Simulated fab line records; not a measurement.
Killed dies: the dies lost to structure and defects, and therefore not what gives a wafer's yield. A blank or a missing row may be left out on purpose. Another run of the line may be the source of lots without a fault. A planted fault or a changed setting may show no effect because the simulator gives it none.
Which tool was responsible? -- flow nand_harc -- Sampling: 13 lots, 39 wafers, 5 of 1302 route steps

== WHAT THE GAUGES READ, wafer by wafer ==
NHARC_A_BONDPAD_THK_MEAS_30: measures by ellipsometry. Usual: thk_nm reads 200.4 nm (standard deviation 1.7).
lot,measured,on,thk_nm (nm),flag
L461,day 22 12:40,film_metro-02,199.8 197.6 200.3,
L465,day 24 10:14,film_metro-01,201.6 202.7 202.0,
L469,day 26 05:01,film_metro-01,200.0 201.7 202.9,
L467,day 26 07:47,film_metro-02,202.2 203.5 200.7,
L476,day 29 03:31,film_metro-02,199.1 202.5 201.9,
L477,day 29 05:38,film_metro-02,198.8 201.0 200.0,
L478,day 30 07:20,film_metro-02,200.8 199.2 199.6,
L480,day 30 18:30,film_metro-02,200.7 199.2 200.4,
L481,day 31 01:05,film_metro-01,200.7 200.0 199.3,
L479,day 31 01:26,film_metro-02,200.4 200.4 201.1,
L482,day 31 10:55,film_metro-01,197.5 201.0 199.2,
L484,day 32 03:28,film_metro-01,198.9 203.1 202.9,
L483,day 32 04:49,film_metro-02,202.9 201.3 201.3,

NHARC_END_SORT_01. Usual: value, then standard deviation, for each; defect_limited_yield 91.1 % / 2.9; killed_at_array 55 / 20; killed_at_other 1.1 / 1.2; killed_at_periphery 3.8 / 2.8; killed_dies 60 / 19; killed_open 3.4 / 1.9; killed_short 2.2 / 1.5.
lot,measured,on,defect_limited_yield (%),killed_at_array,killed_at_other,killed_at_periphery,killed_dies,killed_open,killed_short,flag
L461,day 23 19:10,prober-01,93.4 91.3 92.5,40 55 46,1 2 2,4 2 3,45 59 51,4 2 2,2 3 2,
L469,day 27 09:13,prober-01,84.2 87.4 83.9,104 82 108,0 1 1,3 2 0,107 85 109,1 4 5,4 2 1,
L478,day 31 17:06,prober-01,89.5 91.7 92.5,59 45 42,2 2 3,10 9 6,71 56 51,3 1 3,6 4 1,
L481,day 32 07:53,prober-01,89.4 89.1 90.0,65 66 58,1 1 2,6 7 8,72 74 68,6 5 6,1 1 3,
L479,day 32 15:43,prober-01,92.6 90.8 92.3,46 59 46,2 1 0,2 2 6,50 62 52,3 5 3,3 2 1,
L484,day 33 13:23,prober-01,89.4 90.0 90.3,66 64 63,5 2 3,1 2 0,72 68 66,5 3 2,3 3 0,

== WHAT TOOL EACH LOT RAN ON (gives the tool, then ch and the chambers of the sampled wafers, and finally the start) ==
lot,NHARC_A_M1_PRE_CLEAN_30,NHARC_A_M1_PVD_21,NHARC_A_BONDPAD_ETCH_34
L461,"pvd_sputter-01, day 22 12:40 or earlier","pvd_sputter-01, day 22 12:40 or earlier","rie_diel-03 ch 1,2,3, day 22 13:32"
L465,"pvd_sputter-01, day 24 10:14 or earlier","pvd_sputter-01, day 24 10:14 or earlier","rie_diel-05 ch 0,2, day 24 11:07"
L469,"pvd_sputter-02, day 26 05:01 or earlier","pvd_sputter-02, day 26 05:01 or earlier","rie_diel-05 ch 0,2, day 26 05:53"
L467,"pvd_sputter-01, day 26 07:47 or earlier","pvd_sputter-01, day 26 07:47 or earlier","rie_diel-05 ch 0,1,3, day 26 08:31"
L476,"pvd_sputter-02, day 29 03:31 or earlier","pvd_sputter-02, day 29 03:31 or earlier","rie_diel-06 ch 1,2, day 29 04:16"
L477,"pvd_sputter-01, day 29 05:38 or earlier","pvd_sputter-01, day 29 05:38 or earlier","rie_diel-05 ch 0,1,2, day 29 06:23"
L478,"pvd_sputter-02, day 30 07:20 or earlier","pvd_sputter-02, day 30 07:20 or earlier","rie_diel-03 ch 0,2,3, day 30 08:05"
L480,"pvd_sputter-02, day 30 18:30 or earlier","pvd_sputter-02, day 30 18:30 or earlier","rie_diel-03 ch 1,2,3, day 30 19:16"
L481,"pvd_sputter-03, day 31 01:05 or earlier","pvd_sputter-03, day 31 01:05 or earlier","rie_diel-03 ch 0,2,3, day 31 01:50"
L479,"pvd_sputter-02, day 31 01:26 or earlier","pvd_sputter-02, day 31 01:26 or earlier","rie_diel-05 ch 0,2,3, day 31 02:19"
L482,"pvd_sputter-01, day 31 10:55 or earlier","pvd_sputter-01, day 31 10:55 or earlier","rie_diel-03 ch 0,2,3, day 31 11:47"
L484,"pvd_sputter-01, day 32 03:28 or earlier","pvd_sputter-01, day 32 03:28 or earlier","rie_diel-06 ch 1,3, day 32 04:19"
L483,"pvd_sputter-03, day 32 04:49 or earlier","pvd_sputter-03, day 32 04:49 or earlier","rie_diel-05 ch 0,2,3, day 32 05:41"
- NHARC_A_M1_PRE_CLEAN_30: time 30 s.
- NHARC_A_M1_PVD_21: deposits Cu, target thk 30 nm, time 20.49 s.
- NHARC_A_BONDPAD_ETCH_34: etches the open film in N2/H2, target depth 60 nm, overetch 18 nm, time 65.91 s.

== WHAT THE TOOLS THEMSELVES READ (means of the sampled wafers that have a number; where no wafer has one, the mark that the record gives instead) ==
NHARC_A_M1_PRE_CLEAN_30. Usual: heater_power_w reads 407 W (standard deviation 36).
lot,tool,heater_power_w (W),flag
L461,pvd_sputter-01,406,
L465,pvd_sputter-01,470,
L469,pvd_sputter-02,393,
L467,pvd_sputter-01,442,
L476,pvd_sputter-02,377,
L477,pvd_sputter-01,418,
L478,pvd_sputter-02,391,
L480,pvd_sputter-02,400,
L481,pvd_sputter-03,397,
L479,pvd_sputter-02,403,
L482,pvd_sputter-01,415,
L484,pvd_sputter-01,419,
L483,pvd_sputter-03,402,

NHARC_A_M1_PVD_21. Usual: cathode_dc_power_W 5000.0 W, standard deviation 0.93; substrate_temp_c 30.01 C, standard deviation 0.12; throttle_valve_pct 30.0 %, standard deviation 0.83.
lot,tool,cathode_dc_power_W (W),substrate_temp_c (C),throttle_valve_pct (%),flag
L461,pvd_sputter-01,5000.8,30.04,29.9,
L465,pvd_sputter-01,4999.3,30.03,29.1,
L469,pvd_sputter-02,4999.3,29.95,30.7,
L467,pvd_sputter-01,5000.4,30.04,29.9,
L476,pvd_sputter-02,4999.2,30.05,30.7,
L477,pvd_sputter-01,4999.8,29.80,30.4,
L478,pvd_sputter-02,5000.3,30.03,29.9,
L480,pvd_sputter-02,5000.6,30.06,30.1,
L481,pvd_sputter-03,4999.9,30.00,29.4,
L479,pvd_sputter-02,5000.1,29.95,29.6,
L482,pvd_sputter-01,4999.8,29.90,29.5,
L484,pvd_sputter-01,4999.8,29.95,30.1,
L483,pvd_sputter-03,4999.6,29.97,29.4,

NHARC_A_BONDPAD_ETCH_34. Usual: drypump_motor_current_A 5.7 A, standard deviation 0.47; oes_product_au 1.002 a.u., standard deviation 0.0092; rf_vpp_V 430 V, standard deviation 3.2; showerhead_plenum_p_Torr 2.01 Torr, standard deviation 0.11; throttle_valve_pct 14.172 %, standard deviation 0.0094.
lot,tool,drypump_motor_current_A (A),oes_product_au (a.u.),rf_vpp_V (V),showerhead_plenum_p_Torr (Torr),throttle_valve_pct (%),flag
L461,rie_diel-03,5.3,1.003,427,1.92,14.172,
L465,rie_diel-05,5.6,0.993,435,2.20,14.163,
L469,rie_diel-05,5.6,0.952,435,2.20,14.166,OFF
L467,rie_diel-05,6.0,0.942,432,2.13,14.176,OFF
L476,rie_diel-06,5.5,1.007,431,2.06,14.174,
L477,rie_diel-05,5.9,1.003,434,2.17,14.165,
L478,rie_diel-03,5.6,1.000,426,1.94,14.170,
L480,rie_diel-03,5.3,1.007,428,1.92,14.162,
L481,rie_diel-03,5.7,0.992,427,1.94,14.170,
L479,rie_diel-05,5.7,1.005,433,2.14,14.167,
L482,rie_diel-03,5.6,0.998,428,1.94,14.176,
L484,rie_diel-06,5.8,1.006,429,1.98,14.173,
L483,rie_diel-05,5.6,1.008,434,2.14,14.170,

== THE ANSWER, worked out from the rows above alone ==
Rule: a lot is off if the mean of its wafers that have a number lies more than 3 standard deviations from the usual mean. Also off: a lot with no number at a reading for which 4 or more lots have one. Any other lot the step has rows for is counted as sound. The gauges are gone through in route order, then the tools' own readings, and for those a lot's mean is taken as printed above. The first step at which some lot is off is used, and at that step the reading that is off furthest; a lot without a number counts as furthest.
Off: L469, L467, at NHARC_A_BONDPAD_ETCH_34 (oes_product_au).
If a tool, at that step or one of the process steps before it, ran each lot that is off and ran no sound lot following the first of them, it fits. With no start given for some of its lots, NHARC_A_M1_PRE_CLEAN_30 uses the hours and lot order of NHARC_A_BONDPAD_THK_MEAS_30. With no start given for some of its lots, NHARC_A_M1_PVD_21 uses the hours and lot order of NHARC_A_BONDPAD_THK_MEAS_30. Not one of the candidates tried fits.

== WHAT WAS PUT IN BY THE SIMULATOR ==
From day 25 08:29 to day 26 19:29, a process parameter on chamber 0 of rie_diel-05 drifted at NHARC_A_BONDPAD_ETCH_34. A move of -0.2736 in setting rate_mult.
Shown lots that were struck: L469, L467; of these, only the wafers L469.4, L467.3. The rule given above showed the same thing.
